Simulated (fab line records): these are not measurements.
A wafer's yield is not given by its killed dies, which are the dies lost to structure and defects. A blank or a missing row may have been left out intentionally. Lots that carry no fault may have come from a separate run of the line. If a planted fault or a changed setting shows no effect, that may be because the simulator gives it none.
Matching of chambers / flow n5-finfet / N5_BEOL_M6_ETCH_72 on rie-diel-04 has 4 sister chambers
The step etches underlayer in N2/H2, target depth 6.5 nm, time 5.2 s. 4 wafers are shown with their chamber, then 9 later ones without.

## WAFERS WITH THEIR CHAMBER
wafer=L091.4; chamber=2; drypump-motor-current-A (A)=4.9
wafer=L093.1; chamber=3; drypump-motor-current-A (A)=6.6
wafer=L093.5; chamber=1; drypump-motor-current-A (A)=6.4
wafer=L093.6; chamber=0; drypump-motor-current-A (A)=5.7

## WAFERS MISSING THEIR CHAMBER
wafer=L094.2; drypump-motor-current-A (A)=5.8
wafer=L094.3; drypump-motor-current-A (A)=6.4
wafer=L094.4; drypump-motor-current-A (A)=6.6
wafer=L092.1; drypump-motor-current-A (A)=5.8
wafer=L092.4; drypump-motor-current-A (A)=4.9
wafer=L092.6; drypump-motor-current-A (A)=6.4
wafer=L097.1; drypump-motor-current-A (A)=6.4
wafer=L097.2; drypump-motor-current-A (A)=5.8
wafer=L097.4; drypump-motor-current-A (A)=4.9

## CHAMBER TAKEN BY EACH
wafer=L094.2; from the rows above=0; in truth=0
wafer=L094.3; from the rows above=1; in truth=1
wafer=L094.4; from the rows above=3; in truth=3
wafer=L092.1; from the rows above=0; in truth=0
wafer=L092.4; from the rows above=2; in truth=2
wafer=L092.6; from the rows above=1; in truth=1
wafer=L097.1; from the rows above=1; in truth=1
wafer=L097.2; from the rows above=0; in truth=0
wafer=L097.4; from the rows above=2; in truth=2
9 of 9 placed correctly. Not placeable from these rows: 0. Number placed wrongly: 0.
How it was worked out, from the rows above alone: a wafer's distance from a chamber is the root of the sum, over the readings, of the square of ((its reading less the chamber's mean) divided by the reading's scatter). The wafer belongs to the nearest chamber; if the next one is less than 2 further off, it can't be placed. Each chamber's mean is taken over the wafers shown for it. The scatter (one wafer shown for each chamber): square how far every hidden wafer sits from the nearest shown wafer, average those squares and take the square root.
